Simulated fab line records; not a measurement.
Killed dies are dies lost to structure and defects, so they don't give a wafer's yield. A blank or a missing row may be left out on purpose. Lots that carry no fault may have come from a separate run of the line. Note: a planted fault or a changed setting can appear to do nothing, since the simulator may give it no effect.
The tool behind it: which one?    flow n5-finfet    33 wafers from 11 lots sampled at 5 of the route's 1938 steps

== WHAT THE GAUGES READ, wafer by wafer ==
N5_BEOL_M4_RC_MEAS_101.
lot   measured      on         DIBL_N (mV/V)
L142  day 8 12:54   prober-01  34.9 37.1 34.9
L143  day 8 14:43   prober-02  40.8 37.6 37.2
L145  day 9 10:14   prober-01  38.5 34.7 36.1
L146  day 9 20:15   prober-02  35.0 35.7 33.9
L151  day 11 03:36  prober-02  35.7 35.7 38.2
L152  day 11 03:25  prober-01  36.8 37.6 34.3
L154  day 11 12:56  prober-01  35.1 37.4 35.0
L155  day 12 01:16  prober-01  38.7 36.5 37.8
L156  day 12 07:37  prober-01  36.3 35.7 38.1
L157  day 12 10:10  prober-01  33.8 37.1 35.9
L158  day 12 13:29  prober-02  38.7 35.6 38.0

== WHICH TOOL RAN EACH LOT (tool, then ch and the chambers of the sampled wafers, then the start) ==
lot   N5_BEOL_M3_SPUTTER_81         N5_BEOL_M3_ANNEAL_87          N5_BEOL_M3_ANNEAL_91          N5_BEOL_M3_ANNEAL_95
L142  pvd-sputter-03, day 7 14:15   pvd-sputter-03, day 7 14:33   pvd-sputter-03, day 7 14:59   pvd-sputter-03, day 7 23:19
L143  pvd-sputter-03, day 8 02:41   pvd-sputter-03, day 8 02:59   pvd-sputter-03, day 8 03:26   pvd-sputter-03, day 8 03:52
L145  pvd-sputter-03, day 8 22:17   pvd-sputter-03, day 8 22:35   pvd-sputter-03, day 8 23:02   pvd-sputter-03, day 8 23:28
L146  pvd-sputter-01, day 9 06:54   pvd-sputter-01, day 9 07:12   pvd-sputter-01, day 9 07:38   pvd-sputter-01, day 9 08:05
L151  pvd-sputter-02, day 10 06:41  pvd-sputter-02, day 10 06:59  pvd-sputter-02, day 10 07:26  pvd-sputter-02, day 10 07:52
L152  pvd-sputter-01, day 10 14:58  pvd-sputter-01, day 10 15:16  pvd-sputter-01, day 10 15:43  pvd-sputter-01, day 10 16:09
L154  pvd-sputter-01, day 10 22:04  pvd-sputter-01, day 10 22:22  pvd-sputter-01, day 10 22:49  pvd-sputter-01, day 10 23:15
L155  pvd-sputter-03, day 11 10:48  pvd-sputter-03, day 11 11:06  pvd-sputter-03, day 11 11:32  pvd-sputter-03, day 11 11:59
L156  pvd-sputter-03, day 11 15:52  pvd-sputter-03, day 11 16:12  pvd-sputter-03, day 11 16:40  pvd-sputter-03, day 11 17:07
L157  pvd-sputter-01, day 11 19:44  pvd-sputter-01, day 11 20:02  pvd-sputter-01, day 11 20:28  pvd-sputter-01, day 11 20:55
L158  pvd-sputter-02, day 12 00:22  pvd-sputter-02, day 12 00:40  pvd-sputter-02, day 12 01:06  pvd-sputter-02, day 12 01:32
- N5_BEOL_M3_SPUTTER_81: material Cu, target thk 4.5 nm, time 8.29 s.
- N5_BEOL_M3_ANNEAL_87: time 240 s.
- N5_BEOL_M3_ANNEAL_91: time 240 s.
- N5_BEOL_M3_ANNEAL_95: time 240 s.

== THE ANSWER, worked out from the rows above alone ==
Rule: what is usual is taken from the lots themselves. Put in order of their means at a reading, lots are off if they are a third of the lots or fewer, leave a main group of 4 or more, and stand apart from it by a gap of 3 or more times the standard deviation of the main group's means; of several such gaps the widest counts. If all means in a main group match to the digits the tables above print for the reading, that group is not used. Also off: a lot with no number at a reading for which 4 or more lots have one. Where the step has rows for the other lots, those lots are counted as sound.
Across all readings shown, no lot is off: no conclusion can be drawn from this.

== WHAT HAD BEEN PUT IN BY THE SIMULATOR ==
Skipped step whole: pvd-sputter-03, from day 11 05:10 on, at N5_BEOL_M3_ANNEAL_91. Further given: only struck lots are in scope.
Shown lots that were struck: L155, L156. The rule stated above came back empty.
